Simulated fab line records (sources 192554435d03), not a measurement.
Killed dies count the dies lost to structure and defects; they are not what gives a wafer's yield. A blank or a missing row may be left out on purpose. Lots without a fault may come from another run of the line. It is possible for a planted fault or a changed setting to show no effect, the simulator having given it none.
fab line records	flow n5_finfet	part 2 of 2: steps 25 to 31 of 31
record lots=5	wafers=15	last_day=16
route steps=1938 shown MOL_CONTACT_COAG@553
lots that met no fault: taken from a fault-free run of the same line
start_h: hours from the record's opening day to when the first of the lot's shown wafers began	wait_h: hours from the lot's prior step to this one	" same as the row above	L1.1+2: a row that stands for several wafers	- no value, or no start given	* or withheld: withheld	< > ~ a bound
route shown NAME@n: names a module that has steps shown in the file, with the first one's number in the route	usual: mean and standard deviation over wafers with no fault	same: alike in all rows	chamber/n: place in a boat	sites: readings site by site	_std_site: standard deviation across them	_edge_site: mean of outer sites minus mean of inner sites	radius_mm: for every site, how far away it sits from the centre of the wafer	mask NAME#n: copy n	behind: the tool/chamber that last shaped the wafer	hold: why the lot went on hold/how many hours it stayed there/how the hold came to an end	device: names the non-switching transistor (n, p or np)	end of line: tests of these same wafers at the route's end	a step without rows: its recipe alone	killed: dies that structure and defects cost at the first sort, which is not the same as the wafer's yield	map: shows each die of a wafer: x if killed, . if not, _ if none is there
set.NAME: the setting that was run; set.NAME@STEP: the one run at that earlier step	model.NAME: the simulator's own value behind a step, which no gauge read
lots seen at some steps along the route; tables by step, rows by wafer
services: from which hour (start_h, from the record's first day; less than 0 if before it) a tool's chamber was out of use, for how many hours, and why
## steps
# step N5_MOL_CONTACT_COAG_ALD_131
# recipe material=SiO2	target_thk_a=50	temp_c=100	ald_precursor_family=BDEAS	ald_co_reactant=O2-plasma	pulse_time_s=1	co_reactant_pulse_time_s=1	purge_time_s=2	co_reactant_purge_time_s=2	ald_cycles=35	pressure_torr=2
# usual heater_power_w=79/6.9	precursor_pulse_height_rel=0.998/0.021	susceptor_temp_C=99.98/0.12
# same ald_cycles=35
lot.wafer	tool	chamber	start_h	wait_h	heater_power_w	precursor_pulse_height_rel	susceptor_temp_C
L076.1	ald_sin-01	3	111.61	0.1	81	0.997	100.08
L076.5	"	0	"	"	84	1.009	100.03
L076.6	"	3	"	"	85	0.992	100.05
L084.3	ald_sin-04	3	161.68	0.1	78	1.006	99.98
L084.5	"	3	"	"	76	1.016	99.90
L084.6	"	2	"	"	72	1.004	100.04
L085.1	ald_sin-04	3	168.35	0.1	79	1.014	99.68
L085.2	"	2	"	"	72	0.986	99.90
L085.6	"	1	"	"	71	0.985	99.99
L090.2	ald_sin-03	0	201.01	0.5	89	1.008	99.94
L090.3	"	1	"	"	70	0.968	100.15
L090.6	"	0	"	"	87	0.952	99.86
L091.1	ald_sin-04	2	203.53	0.1	72	1.013	99.90
L091.2	"	0	"	"	87	0.987	100.13
L091.6	"	2	"	"	71	0.982	100.01
# step N5_MOL_CONTACT_COAG_ETCHBACK_132
# recipe chemistry=CHF3	target=SiO2	target_depth_a=100	time_s=6.7	ion_energy_ev=200	pressure_mtorr=30	source_w=610	bias_w=170	Ar_flow_sccm=200	CHF3_flow_sccm=50
# usual drypump_motor_current_A=5.5/0.49	oes_product_au=0.78/0.078	rf_vpp_V=518/9.8	showerhead_plenum_p_Torr=2.37/0.088	throttle_valve_pct=18.81/0.2
lot.wafer	tool	chamber	start_h	wait_h	drypump_motor_current_A	oes_product_au	rf_hours_counter_h	rf_vpp_V	showerhead_plenum_p_Torr	throttle_valve_pct
L076.1	rie_diel-04	0	111.95	0.3	5.7	0.71	193	522	2.47	18.75
L076.5	"	2	"	"	6.3	0.89	-	513	2.34	18.93
L076.6	"	1	"	"	5.9	0.77	-	524	2.27	18.49
L084.3	rie_diel-05	3	161.92	0.2	6.4	0.68	228	507	2.25	18.76
L084.5	"	2	"	"	5.4	0.87	-	521	2.50	18.38
L084.6	"	3	"	"	6.4	0.69	-	507	2.25	18.76
L085.1	rie_diel-06	2	168.73	0.3	5.3	0.73	182	510	2.36	18.88
L085.2	"	1	"	"	5.6	0.74	184	537	2.37	19.09
L085.6	"	0	"	"	4.8	0.76	-	502	2.30	18.78
L090.2	rie_diel-04	3	201.19	0.1	5.1	0.75	133	523	2.40	18.92
L090.3	"	0	"	"	5.8	0.69	221	521	2.46	18.78
L090.6	"	0	"	"	5.7	0.67	-	521	2.45	18.78
L091.1	rie_diel-04	1	203.75	0.1	5.8	0.73	186	526	2.26	18.54
L091.2	"	3	"	"	5.1	0.75	135	523	2.40	18.93
L091.6	"	2	"	"	6.3	0.84	-	513	2.33	18.97
# step N5_MOL_CONTACT_COAG_ETCH_91
# recipe chemistry=N2/H2	target=SOC	target_depth_a=600	overetch_a=210	mask_material=SiARC	temp_c=40	time_s=101.2	ion_energy_ev=200	pressure_mtorr=30	source_w=840	bias_w=150	n2_flow_sccm=200	h2_flow_sccm=200
# usual drypump_motor_current_A=5.5/0.5	h2_flow_sccm=200.1/0.56	oes_product_au=0.65/0.061	rf_vpp_V=523.5/2.8	showerhead_plenum_p_Torr=2.53/0.1	throttle_valve_pct=17.92/0.19
lot.wafer	tool	chamber	start_h	wait_h	drypump_motor_current_A	h2_flow_sccm	oes_product_au	rf_hours_counter_h	rf_vpp_V	showerhead_plenum_p_Torr	throttle_valve_pct
L076.1	rie_diel-04	0	111.98	0.0	5.8	200.2	0.60	193	526.3	2.63	17.97
L076.5	"	2	"	"	6.3	199.5	0.74	-	521.9	2.49	17.92
L076.6	"	1	"	"	5.8	199.9	0.64	-	520.1	2.45	17.77
L084.3	rie_diel-05	3	161.95	0.0	6.4	199.7	0.58	228	520.7	2.39	17.88
L084.5	"	2	"	"	5.4	200.6	0.74	-	529.0	2.71	17.71
L084.6	"	3	"	"	6.4	200.1	0.58	-	519.3	2.39	17.88
L085.1	rie_diel-06	2	168.76	0.0	5.3	200.2	0.61	182	522.7	2.53	18.07
L085.2	"	1	"	"	5.6	200.1	0.62	184	522.8	2.53	18.25
L085.6	"	0	"	"	4.8	200.8	0.63	-	521.1	2.42	17.64
L090.2	rie_diel-04	3	201.23	0.0	5.1	200.6	0.63	133	523.6	2.54	17.89
L090.3	"	0	"	"	5.8	200.9	0.58	221	525.9	2.62	18.02
L090.6	"	0	"	"	5.7	201.7	0.57	-	524.6	2.62	18.02
L091.1	rie_diel-04	1	203.79	0.0	5.9	200.6	0.62	186	520.6	2.44	17.80
L091.2	"	3	"	"	5.1	199.5	0.64	135	523.8	2.54	17.91
L091.6	"	2	"	"	6.3	200.4	0.70	-	522.5	2.48	17.96
# step N5_MOL_CONTACT_COAG_STRIP_92
# recipe chemistry=N2/H2	temp_c=40	n2_flow_sccm=200	h2_flow_sccm=200	rf_frequency_hz=6e+07
lot.wafer	tool	chamber	start_h	wait_h
L076.1+5+6	rie_diel-04	0,2,1	112.05	0.0
L084.3+5+6	rie_diel-05	3,2,3	162.02	0.0
L085.1+2+6	rie_diel-06	2,1,0	168.83	0.0
L090.2+3+6	rie_diel-04	3,0,0	201.30	0.0
L091.1+2+6	rie_diel-04	1,3,2	203.86	0.0
# step N5_MOL_CONTACT_COAG_STRIP_93
# recipe chemistry=N2/H2	temp_c=40	n2_flow_sccm=200	h2_flow_sccm=200	rf_frequency_hz=6e+07
lot.wafer	tool	chamber	start_h	wait_h
L076.1+5+6	rie_diel-04	0,2,1	112.06	0.0
L084.3+5+6	rie_diel-05	3,2,3	162.03	0.0
L085.1+2+6	rie_diel-06	2,1,0	168.84	0.0
L090.2+3+6	rie_diel-04	3,0,0	201.31	0.0
L091.1+2+6	rie_diel-04	1,3,2	203.87	0.0
# step N5_MOL_CONTACT_COAG_ETCHBACK_135
# recipe chemistry=CHF3	target=SiO2	target_depth_a=250	time_s=16.7	ion_energy_ev=200	pressure_mtorr=30	source_w=610	bias_w=170	Ar_flow_sccm=200	CHF3_flow_sccm=50
# usual drypump_motor_current_A=5.5/0.5	oes_product_au=0.78/0.077	rf_vpp_V=518/9.8	showerhead_plenum_p_Torr=2.37/0.088	throttle_valve_pct=18.81/0.2
lot.wafer	tool	chamber	start_h	wait_h	drypump_motor_current_A	oes_product_au	rf_hours_counter_h	rf_vpp_V	showerhead_plenum_p_Torr	throttle_valve_pct
L076.1	rie_diel-04	0	112.07	0.0	5.8	0.70	193	523	2.47	18.75
L076.5	"	2	"	"	6.3	0.89	-	516	2.34	18.93
L076.6	"	1	"	"	5.8	0.76	-	524	2.27	18.51
L084.3	rie_diel-05	3	162.04	0.0	6.4	0.67	228	507	2.25	18.74
L084.5	"	2	"	"	5.4	0.88	-	521	2.50	18.38
L084.6	"	3	"	"	6.4	0.68	-	506	2.25	18.76
L085.1	rie_diel-06	2	168.85	0.0	5.3	0.73	182	509	2.36	18.86
L085.2	"	1	"	"	5.6	0.74	184	535	2.37	19.08
L085.6	"	0	"	"	4.8	0.75	-	504	2.30	18.79
L090.2	rie_diel-04	3	201.32	0.0	5.0	0.76	133	520	2.40	18.93
L090.3	"	0	"	"	5.7	0.67	221	522	2.45	18.79
L090.6	"	0	"	"	5.7	0.68	-	522	2.45	18.80
L091.1	rie_diel-04	1	203.88	0.0	5.8	0.73	186	524	2.26	18.54
L091.2	"	3	"	"	5.1	0.75	135	523	2.40	18.94
L091.6	"	2	"	"	6.3	0.85	-	514	2.33	18.99
# step N5_MOL_CONTACT_COAG_STRIP_118
# recipe chemistry=CHF3	resist=SiARC	rf_frequency_hz=6e+07
lot.wafer	tool	chamber	start_h	wait_h
L076.1+5+6	rie_diel-04	0,2,1	112.09	0.0
L084.3+5+6	rie_diel-05	3,2,3	162.07	0.0
L085.1+2+6	rie_diel-06	2,1,0	168.88	0.0
L090.2+3+6	rie_diel-04	3,0,0	201.34	0.0
L091.1+2+6	rie_diel-04	1,3,2	203.90	0.0
## services
tool	chamber	start_h	hours	kind
pecvd-02	-	83.73	1.5	repair
ald_sin-04	-	85.25	14.0	pm
ald_sin-01	2	91.42	7.6	repair
cmp-01	-	109.72	4.0	pm
euv_scanner-01	-	112.68	1.0	pm
cmp-03	-	114.01	6.5	pm
euv_scanner-02	-	116.34	5.8	pm
wet_bench-01	-	120.50	1.2	repair
euv_scanner-02	-	126.45	2.4	repair
cmp-01	-	130.78	0.4	repair
cmp-01	-	134.49	5.1	pm
ald_sin-04	2	140.28	5.4	repair
euv_scanner-01	-	143.05	0.3	repair
pecvd-02	1	153.69	6.7	repair
wet_bench-02	-	158.65	4.3	repair
rie_diel-04	-	164.74	4.3	pm
euv_scanner-01	-	168.83	1.0	pm
euv_scanner-02	-	172.76	1.0	pm
ald_sin-03	-	179.52	6.0	pm
pecvd-03	0	184.91	1.8	repair
ald_sin-03	0	187.35	3.2	repair
cmp-01	-	195.44	2.3	repair
wet_bench-01	-	197.08	1.9	pm
cmp-03	-	200.63	2.1	repair
